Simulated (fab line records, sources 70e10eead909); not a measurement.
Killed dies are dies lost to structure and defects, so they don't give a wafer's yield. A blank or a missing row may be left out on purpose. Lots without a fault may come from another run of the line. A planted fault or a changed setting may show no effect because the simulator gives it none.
fab line records | flow nand_harc
record lots=6 wafers=18 last_day=26
route steps=1159 shown P_GATE@148 END@1159
lots that met no fault: from a run of the same line without faults
start_h: hours from the record's first day to the start of the lot's first wafer shown | wait_h: hours since the lot's step before | " the same as in the row above | L1.1+2: a row that stands for several wafers | - no value, or no start given | * or withheld: withheld | < > ~ a bound
route shown NAME@n: a module of which the file shows steps, and the number in the route of the first | usual: mean/standard deviation of fault-free wafers | same: alike in all rows | chamber/n: place in a boat | sites: the reading at each site | _std_site: their standard deviation | _edge_site: outer sites' mean less inner sites' | radius_mm: how far each site lies from the wafer's centre | mask NAME#n: copy n | behind: the tool/chamber that last shaped the wafer | hold: why the lot was held/for how many hours/how that ended | device: the transistor (n, p or np) that didn't switch | end of line: the same wafers' tests at the end of the route | a step without rows: its recipe alone | killed: dies lost to structure and defects at the first sort, not the wafer's yield | map: a wafer's dies, x killed, . not, _ none there
set.NAME: the setting as run; set.NAME@STEP: as run at that earlier step | model.NAME: the simulator's own value behind a step, which no gauge read
lots at some steps of the route; a table a step, a row a wafer
services: from which hour (start_h, from the record's first day; less than 0 if before it) a tool's chamber was out of use, for how many hours, and why
## steps
# step NHARC_P_GATE_ETCH_114
# recipe target_depth_a=300 overetch_a=30 time_s=16.5 ion_energy_ev=100 cf4_flow_sccm=80 o2_flow_sccm=20 ar_flow_sccm=0 rf_w=300 bias_w=100 chemistry=CF4/O2
# step NHARC_P_GATE_ETCH_32
# recipe target_depth_a=1500 over_etch_frac=1 over_etch_ion_energy_ev=40 time_s=100.1 hbr_flow_sccm=150 cl2_flow_sccm=50 rf_w=400 icp_w=400 bias_w=100 chemistry=HBr/Cl2
# usual drypump_motor_current_A=5.5/0.44 oes_product_au=0.998/0.0096 rf_fwd_power_W=396.7/1.8 throttle_valve_pct=26.405/0.0091
# columns lot.wafer tool chamber start_h wait_h drypump_motor_current_A oes_product_au rf_fwd_power_W rf_hours_counter_h throttle_valve_pct
L278.1 rie_si-03 3 125.33 - 5.3 0.991 396.3 1.5 26.391
L278.4 " 0 " " 6.3 0.993 396.1 1.3 26.395
L278.6 " 3 " " 5.3 0.983 396.1 - 26.425
L284.1 rie_si-03 3 164.36 - 5.3 0.990 397.5 0.0 26.396
L284.4 " 1 " " 5.2 0.987 398.4 - 26.391
L284.5 " 3 " " 5.3 0.985 397.6 - 26.396
L285.1 rie_si-02 0 165.36 - 5.6 0.994 395.7 1.0 26.410
L285.3 " 2 " " 5.0 0.989 395.5 1.0 26.403
L285.5 " 0 " " 5.7 0.992 397.6 - 26.407
L287.1 rie_si-05 2 178.75 - 5.9 0.995 398.3 1.1 26.393
L287.3 " 3 " " 5.7 1.004 395.2 1.0 26.402
L287.6 " 2 " " 5.9 1.002 397.6 - 26.419
L288.4 rie_si-05 2 195.02 - 5.9 1.012 400.5 1.2 26.401
L288.1 " 3 " " 5.7 0.996 394.9 1.2 26.405
L288.3 " 0 " " 4.7 1.003 398.9 1.1 26.398
L295.1 rie_si-03 1 224.94 - 5.2 1.001 398.8 0.6 26.414
L295.3 " 2 " " 5.4 1.012 398.7 0.6 26.424
L295.5 " 2 " " 5.4 1.017 397.6 - 26.422
# step NHARC_P_GATE_STRIP_108
# recipe o2_flow_sccm=500 ar_flow_sccm=0 bias_w=0 chemistry=O2
# step NHARC_P_GATE_CD_MEAS_33
# usual cd_nm=119.1/2.7
# columns lot.wafer tool chamber start_h wait_h cd_nm
L278.1 cd_sem-03 - 125.67 - 120.9
L278.4 " - " " 117.8
L278.6 " - " " 115.5
L284.1 cd_sem-01 - 164.71 - 120.5
L284.4 " - " " 122.7
L284.5 " - " " 119.7
L285.1 cd_sem-01 - 165.70 - 122.7
L285.3 " - " " 120.7
L285.5 " - " " 121.0
L287.1 cd_sem-02 - 179.07 - 113.0
L287.3 " - " " 114.1
L287.6 " - " " 116.5
L288.1 cd_sem-02 - 195.36 - 116.3
L288.3 " - " " 118.6
L288.4 " - " " 118.9
L295.1 cd_sem-01 - 225.28 - 123.3
L295.3 " - " " 115.4
L295.5 " - " " 119.5
# step NHARC_P_GATE_STRIP_35
# recipe time_s=600 temp_c=130 chemistry=SPM
# step NHARC_P_GATE_PRECLEAN_73
# recipe time_s=* temp_c=50 bath_age_min=0 chemistry=SC1
# step NHARC_P_GATE_SRD_74
# step NHARC_P_GATE_ALD_36
# recipe target_thk_a=200 pulse_time_s=60 ald_cycles=223 temp_c=400 material=SiNx
# step NHARC_P_GATE_ETCHBACK_37
# recipe target_depth_a=345 time_s=17.2 chf3_flow_sccm=50 o2_flow_sccm=10 ar_flow_sccm=200 rf_w=500 bias_w=200 chemistry=CHF3/O2
# step NHARC_P_GATE_STRIP_101
# recipe time_s=20 o2_flow_sccm=500 ar_flow_sccm=0 bias_w=0 chemistry=O2
# step NHARC_P_GATE_PRECLEAN_97
# recipe time_s=600 temp_c=120 chemistry=SPM
# step NHARC_P_GATE_SRD_98
# step NHARC_P_GATE_PRECLEAN_99
# recipe time_s=* temp_c=50 bath_age_min=0 chemistry=SC1
# same bath_age_min=0
# columns lot.wafer tool chamber start_h wait_h
L278.1+4+6 wet_bench-02 6,0,1 135.91 -
L285.5+3+1 wet_bench-04 6,1,2 175.87 -
L284.1+5+4 wet_bench-02 2,4,6 177.02 -
L287.1+3+6 wet_bench-04 2,4,5 189.27 -
L288.1+3+4 wet_bench-04 5,6,0 205.59 -
L295.1+3+5 wet_bench-02 2,4,5 235.57 -
# step NHARC_P_GATE_SRD_100
# step NHARC_P_GATE_DEHYDRATE_38
# recipe temp_c=150 time_s=120
# step NHARC_P_GATE_HMDS_39
# recipe time_s=30
# step NHARC_P_GATE_COAT_40
# recipe spin_rpm=3000
# step NHARC_P_GATE_SOFTBAKE_41
# recipe temp_c=122 time_s=95
# step NHARC_P_GATE_EBR_42
# step NHARC_P_GATE_EXPOSE_43
# recipe na=0.6 target_cd_nm=720 dose_mj=14.81 mask_id=P_NSD
# step NHARC_P_GATE_PEB_44
# recipe peb_temp_c=118 peb_time_s=85
# step NHARC_P_GATE_DEVELOP_45
# recipe time_s=70
# step NHARC_P_GATE_CD_MEAS_46
# recipe target_cd_nm=720 landing_energy_ev=500
# usual cd_nm=720.0/1.9
# columns lot.wafer tool chamber start_h wait_h cd_nm
L278.1 cd_sem-02 0 136.67 - 721.5
L278.4 " 0 " " 722.1
L278.6 " 0 " " 721.8
L285.1 cd_sem-02 0 176.64 - 718.2
L285.3 " 0 " " 717.6
L285.5 " 0 " " 720.1
L284.1 cd_sem-03 0 177.78 - 719.5
L284.4 " 0 " " 718.4
L284.5 " 0 " " 719.0
L287.1 cd_sem-02 0 189.90 - 721.6
L287.3 " 0 " " 721.8
L287.6 " 0 " " 721.6
L288.1 cd_sem-03 0 206.24 - 716.9
L288.3 " 0 " " 717.1
L288.4 " 0 " " 720.4
L295.1 cd_sem-03 0 236.20 - 717.9
L295.3 " 0 " " 720.7
L295.5 " 0 " " 719.0
# step NHARC_P_GATE_HARDBAKE_47
# recipe temp_c=125 time_s=80
# step NHARC_P_GATE_DESCUM_48
# recipe time_s=3 o2_flow_sccm=200 ar_flow_sccm=0 bias_power_w=0 chemistry=O2
# usual drypump_motor_current_A=5.7/0.51 oes_product_au=1.000/0.0082 rf_vpp_V=57.7/0.91 showerhead_plenum_p_Torr=1.91/0.061 throttle_valve_pct=11.312/0.0092
# columns lot.wafer tool chamber start_h wait_h drypump_motor_current_A oes_product_au rf_hours_counter_h rf_vpp_V showerhead_plenum_p_Torr throttle_valve_pct
L278.4 rie_diel-12 1 136.84 - 5.4 1.018 36 58.3 1.97 11.309
L278.1 " 2 " " 5.6 1.009 33 56.8 1.84 11.305
L278.6 " 0 " " 6.7 0.998 - 58.8 1.90 11.299
L285.3 rie_diel-01 0 176.82 - 5.6 0.998 7 57.6 1.91 11.300
L285.1 " 2 " " 5.1 1.005 7 57.5 1.86 11.320
L285.5 " 3 " " 6.2 0.993 - 57.5 1.87 11.324
L284.4 rie_diel-01 2 177.94 - 5.1 1.007 7 58.2 1.86 11.314
L284.1 " 3 " " 6.2 0.997 7 57.1 1.87 11.309
L284.5 " 3 " " 6.2 0.999 - 58.3 1.86 11.307
L287.1 rie_diel-01 2 190.08 - 5.1 1.003 9 58.4 1.86 11.316
L287.3 " 0 " " 5.7 0.987 9 59.7 1.91 11.316
L287.6 " 1 " " 5.4 1.003 - 59.6 2.01 11.308
L288.3 rie_diel-01 2 206.61 - 5.1 1.005 15 58.2 1.86 11.312
L288.1 " 1 " " 5.4 1.006 14 57.0 2.01 11.299
L288.4 " 0 " " 5.7 0.994 - 57.4 1.91 11.304
L295.1 rie_diel-01 1 236.37 - 5.4 1.005 19 58.6 2.00 11.292
L295.3 " 2 " " 5.1 1.015 21 57.3 1.86 11.308
L295.5 " 0 " " 5.7 0.998 - 57.5 1.90 11.306
# step NHARC_P_GATE_IMPLANT_49
# recipe energy_kev=30 dose_cm2=3e+15 tilt_deg=7
# step NHARC_P_GATE_STRIP_111
# recipe power_w=1500 temp_c=110 time_s=250 chemistry=N2/H2
# usual drypump_motor_current_A=5.8/0.43 heater_power_w=88/10 rf_refl_power_W=22.6/2.6
# columns lot.wafer tool chamber start_h wait_h drypump_motor_current_A heater_power_w rf_hours_counter_h rf_refl_power_W
L278.1 plasma_asher-02 1 137.25 0.2 5.6 94 41 19.4
L278.4 " 0 " " 6.1 82 - 21.3
L278.6 " 1 " " 5.6 94 - 18.6
L285.1 plasma_asher-02 0 177.17 0.2 6.1 84 56 22.2
L285.3 " 1 " " 5.6 91 - 18.8
L285.5 " 0 " " 6.1 82 - 22.0
L284.1 plasma_asher-01 1 178.36 0.2 6.3 100 21 22.2
L284.4 " 0 " " 5.2 77 - 25.3
L284.5 " 0 " " 5.2 76 - 25.4
L287.1 plasma_asher-01 0 190.48 0.2 5.2 78 26 26.8
L287.3 " 1 " " 6.3 102 - 22.4
L287.6 " 0 " " 5.2 78 - 26.2
L288.1 plasma_asher-01 0 207.00 0.2 5.2 77 30 26.7
L288.3 " 0 " " 5.2 74 - 25.5
L288.4 " 1 " " 6.2 101 - 22.0
L295.1 plasma_asher-01 0 236.78 0.2 5.2 76 42 26.0
L295.3 " 1 " " 6.2 103 - 22.8
L295.5 " 1 " " 6.3 100 - 22.5
# step NHARC_P_GATE_STRIP_75
# recipe power_w=1500 temp_c=250 chemistry=O2
# step NHARC_P_GATE_STRIP_50
# recipe time_s=900 temp_c=130 chemistry=SPM
# step NHARC_P_GATE_DEHYDRATE_51
# recipe temp_c=150 time_s=120
# step NHARC_P_GATE_HMDS_52
# recipe time_s=30
# step NHARC_P_GATE_COAT_53
# recipe spin_rpm=3000
# step NHARC_P_GATE_SOFTBAKE_54
# recipe temp_c=122 time_s=95
# step NHARC_P_GATE_EBR_55
# step NHARC_P_GATE_EXPOSE_56
# recipe na=0.6 target_cd_nm=720 dose_mj=14.81 mask_id=P_PSD
# step NHARC_P_GATE_PEB_57
# recipe peb_temp_c=118 peb_time_s=85
# step NHARC_P_GATE_DEVELOP_58
# recipe time_s=70
# step NHARC_P_GATE_CD_MEAS_59
# recipe target_cd_nm=720 landing_energy_ev=500
# usual cd_nm=719.5/1.9
# columns lot.wafer tool chamber start_h wait_h cd_nm
L278.1 cd_sem-03 0 138.43 - 717.6
L278.4 " 0 " " 718.9
L278.6 " 0 " " 722.6
L285.1 cd_sem-02 0 178.35 - 719.8
L285.3 " 0 " " 722.1
L285.5 " 0 " " 717.6
L284.1 cd_sem-01 0 179.58 - 720.8
L284.4 " 0 " " 721.2
L284.5 " 0 " " 716.5
L287.1 cd_sem-01 0 191.66 - 719.1
L287.3 " 0 " " 717.0
L287.6 " 0 " " 718.9
L288.1 cd_sem-02 0 208.23 - 719.0
L288.3 " 0 " " 721.8
L288.4 " 0 " " 718.0
L295.1 cd_sem-03 0 237.96 - 720.4
L295.3 " 0 " " 722.1
L295.5 " 0 " " 721.5
# step NHARC_P_GATE_HARDBAKE_60
# recipe temp_c=125 time_s=80
# step NHARC_P_GATE_DESCUM_61
# recipe time_s=3 o2_flow_sccm=200 ar_flow_sccm=0 bias_power_w=0 chemistry=O2
# usual drypump_motor_current_A=5.8/0.51 oes_product_au=0.999/0.0098 rf_vpp_V=57.7/0.91 showerhead_plenum_p_Torr=1.90/0.066 throttle_valve_pct=11.312/0.0086
# columns lot.wafer tool chamber start_h wait_h drypump_motor_current_A oes_product_au rf_hours_counter_h rf_vpp_V showerhead_plenum_p_Torr throttle_valve_pct
L278.1 rie_diel-02 2 138.76 - 5.4 1.020 54 56.6 1.78 11.306
L278.4 " 3 " " 6.1 1.003 55 58.9 2.01 11.310
L278.6 " 2 " " 5.4 0.998 - 56.9 1.78 11.330
L285.3 rie_diel-01 1 178.52 - 5.4 0.993 7 59.6 2.01 11.318
L285.1 " 3 " " 6.2 0.991 7 59.0 1.87 11.304
L285.5 " 1 " " 5.4 1.009 - 58.6 2.01 11.301
L284.4 rie_diel-02 2 179.74 - 5.4 1.004 7 56.7 1.77 11.299
L284.1 " 1 " " 6.7 1.001 7 58.5 1.89 11.305
L284.5 " 3 " " 6.1 0.997 - 58.6 2.01 11.292
L287.1 rie_diel-01 3 191.83 - 6.2 1.003 9 57.8 1.86 11.325
L287.3 " 0 " " 5.7 0.995 9 57.1 1.91 11.324
L287.6 " 3 " " 6.2 0.998 - 57.4 1.86 11.308
L288.1 rie_diel-01 0 208.44 - 5.7 0.992 15 57.9 1.91 11.315
L288.3 " 1 " " 5.3 1.010 15 57.9 2.01 11.308
L288.4 " 3 " " 6.2 0.992 14 57.3 1.86 11.319
L295.1 rie_diel-01 1 238.17 - 5.4 1.013 20 59.4 2.00 11.320
L295.3 " 0 " " 5.7 0.992 21 58.8 1.90 11.319
L295.5 " 1 " " 5.4 1.010 - 58.0 2.00 11.315
# step NHARC_P_GATE_IMPLANT_62
# recipe energy_kev=20 dose_cm2=3e+15 tilt_deg=7
# step NHARC_P_GATE_STRIP_112
# recipe power_w=1500 temp_c=110 time_s=200 chemistry=N2/H2
# usual drypump_motor_current_A=5.8/0.41 heater_power_w=88/9.3 rf_refl_power_W=22.4/2.6
# columns lot.wafer tool chamber start_h wait_h drypump_motor_current_A heater_power_w rf_hours_counter_h rf_refl_power_W
L278.1 plasma_asher-01 0 139.16 0.2 5.2 75 7 25.0
L278.4 " 0 " " 5.2 78 - 24.8
L278.6 " 0 " " 5.2 76 - 26.0
L285.1 plasma_asher-02 0 178.93 0.2 6.1 84 57 23.9
L285.3 " 1 " " 5.6 90 - 18.9
L285.5 " 1 " " 5.6 94 - 19.2
L284.1 plasma_asher-01 1 180.16 0.2 6.3 101 22 22.2
L284.4 " 0 " " 5.2 79 - 25.0
L284.5 " 0 " " 5.2 75 - 26.2
L287.1 plasma_asher-01 1 192.19 0.2 6.2 102 27 22.1
L287.3 " 0 " " 5.2 77 - 26.4
L287.6 " 1 " " 6.3 102 - 22.6
L288.1 plasma_asher-02 0 208.81 0.2 6.1 81 4 23.1
L288.3 " 0 " " 6.1 84 - 22.7
L288.4 " 1 " " 5.6 91 - 17.9
L295.1 plasma_asher-01 0 238.61 0.2 5.3 77 42 25.7
L295.3 " 0 " " 5.2 77 - 25.8
L295.5 " 1 " " 6.2 102 - 22.6
# step NHARC_P_GATE_INSPECT_68
# usual raw_defect_count=205/70
# columns lot.wafer tool chamber start_h wait_h raw_defect_count
L278.1 defect_inspect-02 - 143.45 0.2 104
L278.4 " - " " 203
L278.6 " - " " 153
L285.1 defect_inspect-02 - 183.25 0.2 220
L285.3 " - " " 209
L285.5 " - " " 281
L284.1 defect_inspect-02 - 184.51 0.2 171
L284.4 " - " " 154
L284.5 " - " " 284
L287.1 defect_inspect-01 - 196.46 0.2 1315
L287.3 " - " " 1343
L287.6 " - " " 1363
L288.1 defect_inspect-02 - 213.28 0.2 1316
L288.3 " - " " 1376
L288.4 " - " " 1294
L295.1 defect_inspect-02 - 242.82 0.2 148
L295.3 " - " " 328
L295.5 " - " " 311
# step NHARC_END_SORT_01
# recipe temp_c=25
# usual killed_at_array=27/11 killed_at_other=0.6/1 killed_at_periphery=3.0/2.1 killed_dies=31/12 killed_open=3.2/1.7 killed_short=1.7/1.4
# same gross_dies=677
# columns lot.wafer tool chamber start_h wait_h killed_at_array killed_at_other killed_at_periphery killed_dies killed_open killed_short
L278.1 prober-01 0 482.26 2.5 21 0 1 22 4 1
L278.4 prober-01 0 484.66 3.4 20 0 3 23 6 1
L278.6 prober-01 0 486.26 4.0 22 0 0 22 2 3
L285.1 prober-02 0 512.37 2.5 20 1 1 22 6 2
L285.3 prober-02 0 513.94 3.1 16 0 2 18 2 1
L285.5 prober-02 0 515.52 3.7 15 0 2 17 5 2
L284.1 prober-01 0 519.22 2.5 39 0 1 40 3 1
L284.4 prober-01 0 521.66 3.4 44 1 6 51 8 1
L284.5 prober-01 0 522.48 3.8 36 0 2 38 2 2
L287.1 prober-02 0 521.65 2.5 27 0 64 91 4 3
L287.3 prober-02 0 523.25 3.1 37 3 74 114 5 9
L287.6 prober-02 0 525.66 4.0 33 0 67 100 4 3
L288.1 prober-01 0 540.00 2.5 43 3 63 109 7 2
L288.3 prober-01 0 541.62 3.1 29 0 86 115 0 2
L288.4 prober-01 0 542.43 3.4 38 1 111 150 2 2
L295.1 prober-02 0 619.07 2.5 27 1 1 29 3 2
L295.3 prober-02 0 620.66 3.1 13 3 1 17 3 0
L295.5 prober-02 0 622.26 3.7 22 0 1 23 1 1
# killed by level:class
L278.1 A_SGD_CUT:chamber_film_flake=7 A_CHANNEL_HOLE_D1:chamber_film_flake=3 A_CONTACT:chamber_film_flake=3 A_SLIT:chamber_film_flake=2 P_M0:geometric_particle:open=1 A_CHANNEL_FILL_D1:geometric_particle:short=1 A_CHANNEL_FILL_D1:geometric_particle:open=1 A_CONTACT:geometric_particle:open=1
L278.4 A_SGD_CUT:chamber_film_flake=7 A_CHANNEL_HOLE_D1:chamber_film_flake=4 A_CONTACT:geometric_particle:open=2 A_SLIT:chamber_film_flake=2 P_CONTACT:geometric_particle:open=1 P_M0:geometric_particle:short=1 P_M2:geometric_particle:open=1 A_CHANNEL_HOLE_D1:geometric_particle:open=1
L278.6 A_CHANNEL_HOLE_D1:chamber_film_flake=9 A_CHANNEL_FILL_D1:geometric_particle:short=3 A_BLC:geometric_particle:open=2 A_STAIRCASE:chamber_film_flake=2 A_SGD_CUT:chamber_film_flake=2 A_CONTACT:chamber_film_flake=2 A_ZERO_WELL:chamber_film_flake=1 A_SLIT:chamber_film_flake=1
L285.1 A_CHANNEL_HOLE_D1:chamber_film_flake=5 A_STAIRCASE:chamber_film_flake=5 A_CONTACT:geometric_particle:open=3 A_CONTACT:chamber_film_flake=2 P_CONTACT:geometric_particle:open=1 A_ONON_D1:geometric_particle:open=1 A_CHANNEL_FILL_D1:geometric_particle:open=1 A_CHANNEL_FILL_D1:geometric_particle:short=1
L285.3 A_CHANNEL_HOLE_D1:chamber_film_flake=5 A_CONTACT:chamber_film_flake=5 A_M1:chamber_film_flake=3 A_STAIRCASE:chamber_film_flake=2 P_GATE:geometric_particle:open=1 P_M0:geometric_particle:short=1 A_CHANNEL_FILL_D1:geometric_particle:open=1
L285.5 A_CHANNEL_HOLE_D1:chamber_film_flake=5 A_STAIRCASE:chamber_film_flake=2 P_CONTACT:geometric_particle:open=1 A_ONON_D1:geometric_particle:short=1 A_CHANNEL_FILL_D1:geometric_particle:short=1 A_CHANNEL_FILL_D1:geometric_particle:open=1 A_SLIT:geometric_particle:open=1 A_WL_FILL:geometric_particle:open=1
L284.1 A_SLIT:chamber_film_flake=16 A_CHANNEL_HOLE_D1:chamber_film_flake=12 A_STAIRCASE:chamber_film_flake=3 A_CONTACT:chamber_film_flake=3 A_ONON_D1:geometric_particle:open=2 P_STI:geometric_particle:short=1 A_M0:geometric_particle:open=1 A_ZERO_WELL:chamber_film_flake=1
L287.1 P_GATE:unspecified=61 A_SLIT:chamber_film_flake=13 A_CONTACT:chamber_film_flake=4 P_STI:chamber_film_flake=2 A_STAIRCASE:chamber_film_flake=2 P_M0:geometric_particle:open=1 A_ONON_D1:geometric_particle:open=1 A_STAIRCASE:geometric_particle:short=1
L284.4 A_SLIT:chamber_film_flake=18 A_CHANNEL_HOLE_D1:chamber_film_flake=13 A_M0:geometric_particle:open=3 P_GATE:chamber_film_flake=3 A_WL_FILL:chamber_film_flake=3 P_M0:geometric_particle:open=2 A_CONTACT:geometric_particle:open=2 A_STAIRCASE:chamber_film_flake=2
L284.5 A_SLIT:chamber_film_flake=12 A_CHANNEL_HOLE_D1:chamber_film_flake=9 A_CONTACT:chamber_film_flake=5 A_STAIRCASE:chamber_film_flake=3 P_ZERO_WELL:chamber_film_flake=2 A_ONON_D1:geometric_particle:short=1 A_WL_FILL:geometric_particle:short=1 A_WL_FILL:geometric_particle:open=1
L287.3 P_GATE:unspecified=63 A_SLIT:chamber_film_flake=18 P_STI:chamber_film_flake=7 A_CHANNEL_HOLE_D1:chamber_film_flake=4 A_CONTACT:geometric_particle:open=3 A_STAIRCASE:chamber_film_flake=3 A_SOURCE_PLATE:geometric_particle:short=2 P_GATE:chamber_film_flake=2
L287.6 P_GATE:unspecified=62 A_SLIT:chamber_film_flake=17 A_STAIRCASE:chamber_film_flake=5 A_CHANNEL_HOLE_D1:chamber_film_flake=4 A_CONTACT:geometric_particle:open=2 P_GATE:chamber_film_flake=2 A_CONTACT:chamber_film_flake=2 P_GATE:geometric_particle:short=1
L288.1 P_GATE:unspecified=57 A_SLIT:chamber_film_flake=17 A_STAIRCASE:chamber_film_flake=12 A_CHANNEL_HOLE_D1:chamber_film_flake=6 A_CONTACT:geometric_particle:open=4 P_STI:chamber_film_flake=3 THIN_TSV:chamber_film_flake=3 P_CONTACT:geometric_particle:open=1
L288.3 P_GATE:unspecified=85 A_SLIT:chamber_film_flake=15 A_STAIRCASE:chamber_film_flake=6 A_CONTACT:chamber_film_flake=4 A_CHANNEL_FILL_D1:geometric_particle:short=1 A_WL_FILL:geometric_particle:short=1 P_STI:chamber_film_flake=1 A_CHANNEL_FILL_D1:chamber_film_flake=1
L288.4 P_GATE:unspecified=109 A_SLIT:chamber_film_flake=20 A_STAIRCASE:chamber_film_flake=8 A_CHANNEL_HOLE_D1:chamber_film_flake=4 A_CONTACT:chamber_film_flake=2 P_M0:geometric_particle:open=1 A_CHANNEL_FILL_D1:geometric_particle:short=1 A_SGD_CUT:geometric_particle:open=1
L295.1 A_CHANNEL_HOLE_D1:chamber_film_flake=12 A_CONTACT:chamber_film_flake=7 A_STAIRCASE:chamber_film_flake=3 A_M0:geometric_particle:open=2 P_M0:geometric_particle:short=1 A_ONON_D1:geometric_particle:short=1 A_BLC:geometric_particle:open=1 A_WL_FILL:chamber_film_flake=1
L295.3 A_CONTACT:chamber_film_flake=5 A_CHANNEL_HOLE_D1:chamber_film_flake=4 A_M0:geometric_particle:open=2 THIN_TSV:chamber_film_flake=2 P_M0:geometric_particle:open=1 A_STAIRCASE:chamber_film_flake=1 A_BONDPAD:chamber_film_flake=1 HYBRID_BOND:latent=1
L295.5 A_CHANNEL_HOLE_D1:chamber_film_flake=7 A_STAIRCASE:chamber_film_flake=5 A_CONTACT:chamber_film_flake=5 A_SGD_CUT:chamber_film_flake=2 A_STAIRCASE:geometric_particle:short=1 A_CONTACT:geometric_particle:open=1 P_BONDPAD:chamber_film_flake=1 A_SLIT:chamber_film_flake=1
# map L287.3 (x killed, . not)
____________.____________
_________......._________
_______..........._______
______........x....______
_____..x............_____
____.................____
____...x.............____
___.x........x........___
___..x....x.x.....x...___
__..........x..x.......__
__.....................__
_.........xx........x..._
_.........x.......x....._
_...x................x.._
_...............x......._
_x......................_
................x........
................x........
.x......x................
......x..................
.........................
_.............x........._
_..xxxxx...........x...._
_.x.xx..x..............._
_xxxxxxx.......xxx......_
_xxxxxxx........x...x..._
__xxxxxxx.......xx.....__
__xxxxxx.......xxx..x..__
___xxxxxx......xxxx.x.___
___xxxxxx......x.xxxx.___
____xxxxx.....x.....x____
____xxxx.x...........____
_____xxx............_____
______xxx..........______
_______..........._______
_________......._________
____________.____________
# map L288.4 (x killed, . not)
____________.____________
_________......._________
_______.x.xxx.x..._______
______..xxx.xx.x...______
_____...xxxxxxxx...._____
____.....xxxxxxx.....____
____...xxxxxxxxx.....____
___....xxxxxxxxx......___
___..xxxxxxxxxxx..x...___
__.....xxxxxxxxx.......__
__......xxxxxxxxx......__
_..x..xxxxxxxxxx.x....x._
_.......xxxxxxxx.....x.._
_........xxxxxxx.x......_
_..x....xxxxxx.........._
_......x..x..xx.x......._
..........xx.............
..........x...x..........
......xx.................
................x...x....
..........x........x.....
_........x....x........._
_......................._
_.................x....._
_.........x............._
_...................x..._
__..............x..x...__
__.............xxx..x..__
___............x.xxxx.___
___..............xxx..___
____...x........x.x..____
____.................____
_____..........x...._____
______........x....______
_______..........._______
_________......._________
____________.____________
## services
# columns tool chamber start_h hours kind
rie_diel-01 0 117.08 - clean
rie_diel-01 1 117.08 - clean
rie_diel-01 2 117.08 - clean
rie_diel-01 3 117.08 - clean
rie_si-05 1 117.24 4.7 repair
rie_diel-01 - 137.80 9.0 pm
rie_si-03 - 148.13 0.7 repair
rie_si-02 - 150.54 0.1 repair
rie_diel-02 - 150.78 9.0 pm
rie_si-03 - 155.00 9.0 pm
wet_bench-04 - 163.20 8.0 pm
plasma_asher-02 - 172.30 1.2 repair
wet_bench-02 - 180.07 8.0 pm
plasma_asher-02 - 183.00 9.0 pm
rie_diel-12 3 192.43 5.1 repair
rie_diel-12 - 202.62 9.0 pm
rie_diel-01 3 204.20 3.6 repair
rie_si-02 - 211.00 9.0 pm
rie_diel-12 - 212.33 1.2 repair
rie_diel-01 1 216.27 6.4 repair
rie_diel-02 0 229.12 7.9 repair
rie_si-03 3 231.60 7.7 repair
rie_diel-02 1 232.52 7.2 repair
rie_si-05 0 234.03 1.7 repair
## key
first_sign step=NHARC_P_GATE_INSPECT_68 reading=raw_defect_count direction=up sigmas=16 usual=205 struck=1334
effect step=NHARC_END_SORT_01 reading=killed_at_periphery direction=up sigmas=35 usual=3.0 struck=77.5
more_kills_born_at NHARC_P_GATE_PRECLEAN_99@wet_bench-04=437
met_at NHARC_P_GATE_PRECLEAN_99
struck_wafers L287.1,L287.3,L287.6,L288.1,L288.3,L288.4
tester_left_out L287,L288
onset_between 175.87 189.27
also_fits NHARC_P_GATE_ETCH_32:rie_si-05
fault kind=chamber_particle_source tool=wet_bench-04 chamber=- onset_h=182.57 steps=NHARC_P_GATE_PRECLEAN_99 rate_per_visit_cm2=1.8216 end_h=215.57
# tester_left_out: of these lots the tester's yield and bins aren't shown, on N5 and GAA mostly nor the transistor test; their killed dies are dies lost to structure and defects alone, not to doping, threshold or leakage, so they don't give the yield
